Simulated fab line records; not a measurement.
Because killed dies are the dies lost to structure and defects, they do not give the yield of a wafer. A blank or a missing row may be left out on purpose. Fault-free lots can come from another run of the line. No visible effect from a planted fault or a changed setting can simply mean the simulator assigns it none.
Chamber matching    flow n5-finfet    4 sister chambers for N5_BEOL_M13_ETCH_59 on rie-diel-02
The step etches BARC in N2/H2, target depth 89 nm, overetch 26.7 nm, time 67.9 s. 4 wafers are shown with their chamber, then 7 later ones without.

== WAFERS WITH THEIR CHAMBER ==
wafer   chamber  showerhead-plenum-p-Torr (Torr)
L080.6  1        2.68
L082.6  0        2.69
L091.2  2        2.61
L091.3  3        2.60

== WAFERS WITHOUT THEIR CHAMBER ==
wafer   showerhead-plenum-p-Torr (Torr)
L091.6  2.68
L093.1  2.61
L093.2  2.59
L093.5  2.68
L094.1  2.61
L094.5  2.61
L094.6  2.59

== WHICH CHAMBER EACH WENT THROUGH ==
wafer   from the rows above      in truth
L091.6  can't be placed: 1 or 0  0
L093.1  can't be placed: 2 or 3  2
L093.2  can't be placed: 3 or 2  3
L093.5  can't be placed: 1 or 0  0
L094.1  can't be placed: 2 or 3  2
L094.5  can't be placed: 2 or 3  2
L094.6  can't be placed: 3 or 2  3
Correctly placed: 0 of 7. Unplaceable from these rows: 7, with the true chamber sitting among the candidates in 7. Number placed wrongly: 0.
How it was worked out, from the rows above alone: a wafer's distance from a chamber is the root of the sum, over the readings, of the square of ((its reading less the chamber's mean) divided by the reading's scatter). The wafer belongs to the nearest chamber; if the next one is less than 2 further off, it can't be placed. The mean given for a chamber averages the wafers shown for that chamber. The scatter (one wafer shown for each chamber): square how far every hidden wafer sits from the nearest shown wafer, average those squares and take the square root.
